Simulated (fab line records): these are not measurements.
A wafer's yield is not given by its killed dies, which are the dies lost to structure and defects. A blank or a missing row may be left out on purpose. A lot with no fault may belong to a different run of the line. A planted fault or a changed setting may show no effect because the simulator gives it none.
Which tool is to blame? | flow nand-harc | Sampling: 6 lots, 18 wafers, 4 of 1159 route steps

## WHAT EACH GAUGE READ, for each wafer
NHARC_P_GATE_CD_MEAS_59: target cd 720 nm.
lot  | measured     | on        | cd-nm (nm)
L151 | day 6 02:55  | cd-sem-01 | 719.6 723.9 722.5
L152 | day 6 08:14  | cd-sem-02 | 718.9 720.4 719.6
L154 | day 7 02:31  | cd-sem-03 | 720.0 722.4 723.4
L158 | day 7 13:34  | cd-sem-02 | 720.0 721.1 717.0
L167 | day 9 20:15  | cd-sem-01 | 645.9 646.3 651.9
L170 | day 10 20:42 | cd-sem-01 | 719.6 719.7 718.7

## TOOL THAT RAN EACH LOT (tool first, then ch and the chambers of the sampled wafers, then the start)
lot  | NHARC_P_GATE_ETCH_32            | NHARC_P_GATE_DESCUM_48            | NHARC_P_GATE_PEB_57
L151 | rie-si-02 ch 1,3, day 5 13:56   | rie-diel-08 ch 1,2, day 6 01:28   | litho-track-05 ch 0, day 6 02:50
L152 | rie-si-04 ch 0,1,3, day 5 19:29 | rie-diel-04 ch 0,2,3, day 6 06:48 | litho-track-02 ch 0, day 6 08:09
L154 | rie-si-02 ch 0,1,2, day 6 13:34 | rie-diel-02 ch 1,2, day 7 01:02   | litho-track-07 ch 0, day 7 02:25
L158 | rie-si-06 ch 0,1,3, day 7 00:10 | rie-diel-04 ch 0,1, day 7 11:48   | litho-track-02 ch 0, day 7 13:29
L167 | rie-si-02 ch 1,2,3, day 9 07:11 | rie-diel-02 ch 1,2, day 9 18:39   | litho-track-05 ch 0, day 9 20:09
L170 | rie-si-04 ch 2,3, day 10 07:46  | rie-diel-02 ch 0,3, day 10 19:07  | litho-track-02 ch 0, day 10 20:37
- NHARC_P_GATE_ETCH_32: etches the open film in HBr/Cl2, target depth 150 nm, time 100.1 s.
- NHARC_P_GATE_DESCUM_48: chemistry O2, time 3 s.
- NHARC_P_GATE_PEB_57: peb time 85 s.

## THE ANSWER, worked out from the rows above alone
Rule: the usual values come from the lots themselves. Put in order of their means at a reading, lots are off if they are a third of the lots or fewer, leave a main group of 4 or more, and stand apart from it by a gap of 3 or more times the standard deviation of the main group's means; of several such gaps the widest counts. A main group whose means are all the same, to the digits that the tables above print for the reading, isn't used. A lot without any number at a reading at which 4 lots or more have one is off too. Where the step has rows for the other lots, those lots are counted as sound.
Off at NHARC_P_GATE_CD_MEAS_59 (cd-nm): L167. The main group: mean 720.5 nm, standard deviation 1.2.
If a tool, at a process step before that reading, ran all the lots that are off and no sound lot after the first of them, it fits. Those tools and the gauges at NHARC_P_GATE_CD_MEAS_59 are tried in the same way. 2 tools fit, rie-si-02 at NHARC_P_GATE_ETCH_32 and litho-track-05 at NHARC_P_GATE_PEB_57, so this cannot tell which one it is.

## WHAT WAS PUT IN BY THE SIMULATOR
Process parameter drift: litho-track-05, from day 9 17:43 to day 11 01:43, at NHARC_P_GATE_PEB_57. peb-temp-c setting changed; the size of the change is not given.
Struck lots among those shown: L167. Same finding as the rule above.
